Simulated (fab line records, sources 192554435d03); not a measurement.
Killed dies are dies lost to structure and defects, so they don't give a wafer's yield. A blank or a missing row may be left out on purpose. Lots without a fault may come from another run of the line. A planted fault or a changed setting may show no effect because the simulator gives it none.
Chamber matching | flow n5_finfet | N5_HKMG_FIN_DESCUM_17 on rie_diel-06: 4 sister chambers
The step chemistry O2, time 7.9 s. 4 wafers are shown with their chamber, then 7 later ones without.

WAFERS WITH THEIR CHAMBER
wafer  | chamber | showerhead_plenum_p_Torr (Torr)
L074.5 | 1       | 2.09
L081.1 | 2       | 2.18
L085.1 | 0       | 2.07
L085.2 | 3       | 2.05

WAFERS WITHOUT THEIR CHAMBER
wafer  | showerhead_plenum_p_Torr (Torr)
L085.6 | 2.05
L088.3 | 2.17
L088.5 | 2.07
L088.6 | 2.05
L092.1 | 2.17
L092.2 | 2.08
L092.3 | 2.04

WHICH CHAMBER EACH WENT THROUGH
wafer  | from the rows above     | in truth
L085.6 | 3                       | 3
L088.3 | 2                       | 2
L088.5 | 0                       | 0
L088.6 | 3                       | 3
L092.1 | 2                       | 2
L092.2 | can't be placed: 1 or 0 | 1
L092.3 | 3                       | 3
Placed correctly: 6 of 7. Can't be placed from these rows: 1 (the true chamber is among the candidates in 1). Placed wrongly: 0.
How it was worked out, from the rows above alone: a wafer's distance from a chamber is the root of the sum, over the readings, of the square of ((its reading less the chamber's mean) divided by the reading's scatter). The wafer belongs to the nearest chamber; if the next one is less than 2 further off, it can't be placed. A chamber's mean is the mean of its shown wafers. The scatter: with one shown wafer a chamber, the root of the mean of the squares of how far each hidden wafer lies from its nearest shown one.
